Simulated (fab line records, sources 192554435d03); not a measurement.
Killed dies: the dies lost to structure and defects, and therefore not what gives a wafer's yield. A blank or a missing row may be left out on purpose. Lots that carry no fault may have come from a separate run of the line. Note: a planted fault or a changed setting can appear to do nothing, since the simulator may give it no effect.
Chamber matching + flow n5-finfet + N5_BEOL_M9_PECVD_70 on pecvd-04 has 3 sister chambers
The step deposits SiO2 from TEOS/O2, target thk 20 nm, time 22.7 s. 14 wafers are shown with their chamber, then 7 later ones without.

== WAFERS PAIRED WITH THEIR CHAMBERS ==
| wafer  | chamber | showerhead-plenum-p-Torr (Torr) | throttle-valve-pct (%) | heater-power-w (W) |
|--------|---------|---------------------------------|------------------------|--------------------|
| L497.4 | 1       | 8.82                            | 22.4                   | 822                |
| L497.5 | 2       | 8.74                            | 23.0                   | 636                |
| L497.6 | 1       | 8.82                            | 22.3                   | 831                |
| L504.1 | 1       | 8.83                            | 22.0                   | 787                |
| L504.3 | 2       | 8.73                            | 22.9                   | 681                |
| L505.4 | 0       | 8.73                            | 23.0                   | 620                |
| L505.5 | 2       | 8.74                            | 23.0                   | 695                |
| L506.2 | 2       | 8.75                            | 22.9                   | 691                |
| L506.3 | 0       | 8.74                            | 23.6                   | 548                |
| L506.6 | 0       | 8.77                            | 23.0                   | 562                |
| L507.2 | 0       | 8.75                            | 23.0                   | 648                |
| L507.5 | 1       | 8.84                            | 22.3                   | 734                |
| L513.2 | 1       | 8.84                            | 22.2                   | 706                |
| L513.5 | 1       | 8.83                            | 22.4                   | 697                |

SIGNATURES, as means of the wafers listed above
| reading                  | chamber 0 | chamber 1 | chamber 2 | scatter within a chamber |
|--------------------------|-----------|-----------|-----------|--------------------------|
| showerhead-plenum-p-Torr | 8.7475    | 8.8300    | 8.7400    | 0.0116                   |
| throttle-valve-pct       | 23.150    | 22.267    | 22.950    | 0.189                    |
| heater-power-w           | 594.50    | 762.83    | 675.75    | 48.7                     |
Rule: a wafer lies at a distance from a chamber equal to the root of the sum of squares, over the readings, of (its reading less the chamber's mean, divided by the reading's scatter). If the next closest chamber is less than 2 further off than the closest, the wafer can't be placed; otherwise it belongs to the closest. The scatter: take each reading less its chamber's mean, square it, sum over the shown wafers, divide by the number of wafers less the number of chambers, and take the root.

== WAFERS WITH NO CHAMBER GIVEN ==
| wafer  | showerhead-plenum-p-Torr (Torr) | throttle-valve-pct (%) | heater-power-w (W) |
|--------|---------------------------------|------------------------|--------------------|
| L513.6 | 8.74                            | 23.1                   | 721                |
| L512.1 | 8.74                            | 22.8                   | 689                |
| L512.3 | 8.74                            | 23.1                   | 629                |
| L512.5 | 8.75                            | 23.3                   | 624                |
| L519.2 | 8.74                            | 23.3                   | 759                |
| L519.4 | 8.73                            | 23.2                   | 653                |
| L519.6 | 8.74                            | 23.4                   | 757                |

== EACH ONE'S CHAMBER ==
| wafer  | from the rows above     | in truth |
|--------|-------------------------|----------|
| L513.6 | can't be placed: 2 or 0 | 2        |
| L512.1 | can't be placed: 2 or 0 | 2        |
| L512.3 | can't be placed: 0 or 2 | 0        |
| L512.5 | can't be placed: 0 or 2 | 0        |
| L519.2 | can't be placed: 2 or 0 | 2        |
| L519.4 | can't be placed: 2 or 0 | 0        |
| L519.6 | can't be placed: 2 or 0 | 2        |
Placed correctly: 0 of 7. Cannot be placed on the basis of these rows: 7; the candidates contain the true chamber in 7. Placed wrongly: 0.
